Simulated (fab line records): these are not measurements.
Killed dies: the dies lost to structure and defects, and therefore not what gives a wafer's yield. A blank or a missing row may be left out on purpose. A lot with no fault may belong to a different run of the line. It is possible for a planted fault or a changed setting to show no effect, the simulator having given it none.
Lot-split experiment    flow n5 finfet    7 lots, 39 wafers read, on a route of 1938 steps

## ON THE SPLIT
At N5_FIN_SAQP_HM_DEP_03 (deposits SiNx from SiH4/NH3/N2, target thk 38 nm, time 33.6 s), the setting target thk a was moved away from the recipe's 380 angstrom on 15 of the 39 wafers read, by -53.4% to +37.8%. For the rest of the wafers, this setting stayed at what the recipe calls for.

## FROM THE SPLIT TO THE READING: what the file shows between them, 4 steps
- N5_FIN_SAQP_THK_MEAS_05
- N5_FIN_SAQP_PECVD_47: deposits a-Si from SiH4/He, target thk 45 nm, time 36.3 s
- N5_FIN_SAQP_PECVD_48: deposits SiNx from SiH4/NH3/N2, target thk 25 nm, time 22.1 s
- N5_FIN_SAQP_MANDREL2_REMOVE_60: chemistry HBr/Cl2/O2, target a-Si, stops on SiNx, bt time 10 s

## THE READING
etch.depth nm (the simulator's own value, which no gauge read), in nm, at N5_FIN_SAQP_HM_OPEN_33 (chemistry CH3F/O2, target SiNx, target depth 49.4 nm, time 70.6 s). No usual value for it is given in the file. Average 37.09 nm, standard deviation 0.38 nm, over the 24 wafers here run with the recipe.

wafer   tool, chamber at the split  target thk a as run, angstrom  against the recipe  etch.depth nm, nm  against lot-mates on the recipe
L076.1  pecvd-03, 0                 380                            recipe              36.85              -
L076.2  pecvd-03, 1                 523.8                          +37.8%              50.99              +13.85
L076.3  pecvd-03, 2                 523.8                          +37.8%              51.72              +14.58
L076.4  pecvd-03, 0                 380                            recipe              37.38              -
L076.5  pecvd-03, 1                 380                            recipe              37.18              -
L076.6  pecvd-03, 2                 523.8                          +37.8%              51.73              +14.59
L080.2  pecvd-02, 2                 380                            recipe              37.37              -
L080.4  pecvd-02, 0                 380                            recipe              37.07              -
L080.6  pecvd-02, 2                 380                            recipe              37.56              -
L084.1  pecvd-01, 0,1               380                            recipe              36.82              -
L084.2  pecvd-01, 0,1               380                            recipe              36.86              -
L084.3  pecvd-01, 2                 380                            recipe              37.19              -
L084.4  pecvd-01, 2                 380                            recipe              37.47              -
L084.5  pecvd-01, 0                 380                            recipe              37.27              -
L084.6  pecvd-01, 1                 380                            recipe              37.65              -
L087.1  pecvd-01, 0                 380                            recipe              36.55              -
L087.2  pecvd-01, 2                 451.2                          +18.7%              43.13              +6.54
L087.3  pecvd-01, 1                 380                            recipe              36.23              -
L087.4  pecvd-01, 1                 451.2                          +18.7%              45.12              +8.53
L087.5  pecvd-01, 2                 451.2                          +18.7%              44.33              +7.74
L087.6  pecvd-01, 0                 380                            recipe              36.98              -
L088.1  pecvd-01, 0                 380                            recipe              37.23              -
L088.2  pecvd-01, 1                 380                            recipe              36.79              -
L088.3  pecvd-01, 2                 246.2                          -35.2%              23.98              -13.23
L088.4  pecvd-01, 0                 246.2                          -35.2%              24.29              -12.92
L088.5  pecvd-01, 2                 246.2                          -35.2%              24.46              -12.75
L088.6  pecvd-01, 1                 380                            recipe              37.61              -
L091.1  pecvd-01, 2                 380                            recipe              36.58              -
L091.2  pecvd-01, 0                 499.1                          +31.3%              48.54              +11.62
L091.3  pecvd-01, 1                 380                            recipe              36.77              -
L091.4  pecvd-01, 1                 380                            recipe              37.41              -
L091.5  pecvd-01, 0                 499.1                          +31.3%              49.33              +12.41
L091.6  pecvd-01, 2                 499.1                          +31.3%              48.99              +12.07
L093.1  pecvd-01, 0                 177                            -53.4%              16.99              -20.10
L093.2  pecvd-01, 2                 380                            recipe              36.65              -
L093.3  pecvd-01, 1                 380                            recipe              37.01              -
L093.4  pecvd-01, 0                 177                            -53.4%              17.23              -19.86
L093.5  pecvd-01, 1                 380                            recipe              37.62              -
L093.6  pecvd-01, 2                 177                            -53.4%              16.99              -20.10
Rows listing several chambers each stand for several wafers; the file does not say which wafer went through which chamber.

FIT RESULTS
A straight line over all 39 wafers: etch.depth nm changes by +0.375 nm for each +1% of target thk a; r = +1.00; the points scatter about the line by 0.43 nm.
The same after taking each lot's own level away (the mean of its wafers on the recipe; 39 wafers): +0.377 nm for each +1%; r = +1.00; scatter 0.41 nm.
The reading moves by 20 nm for the largest change in target thk a, on that fit.
From 36.587 to 37.333 nm: that is the span of the lots' own levels, equal to 2.0 times the standard deviation above.
Consequently the slope shifts little with the lot-to-lot level, the two slopes agreeing.
Check: for one of the wafers moved furthest among these (-53.4%), held out of the fit, the line's prediction against its lot-mates is -20.1 nm. Against them it came out at -20.1 nm.

## FURTHER SPLITS ON THESE WAFERS
Before the reading, these wafers also passed through other splits. Each is held against what the fit with the lots' levels taken away leaves over:
other split on the same wafers           wafers away from the commonest value  r with etch.depth nm (lot level and that fit taken away)
N5_ZERO_LAYER_DEVELOP_10 develop time s  12                                    +0.14

## THE WHOLE CHAIN: every reading that the file lists as answering this split, in the file's order
step                     what it does                                                       reading                                                                             change (the file's fit)                r (the file's)
N5_FIN_SAQP_HM_DEP_03    deposits SiNx from SiH4/NH3/N2, target thk 38 nm, time 33.6 s      SiNx_of_FIN_SAQP_HM_DEP_03.thk nm (the simulator's own value, which no gauge read)  +0.377 nm for each +1% of the setting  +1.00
N5_FIN_SAQP_THK_MEAS_05                                                                     thk nm                                                                              withheld for each +1% of the setting   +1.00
N5_FIN_SAQP_HM_OPEN_33   chemistry CH3F/O2, target SiNx, target depth 49.4 nm, time 70.6 s  etch rf on time s                                                                   withheld for each +1% of the setting   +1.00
N5_FIN_SAQP_HM_OPEN_33   chemistry CH3F/O2, target SiNx, target depth 49.4 nm, time 70.6 s  etch.depth nm (the simulator's own value, which no gauge read)                      +0.377 nm for each +1% of the setting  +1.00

## FILE'S OWN FIT
etch.depth nm changes by +0.377 nm for each +1% of target thk a, r = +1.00.
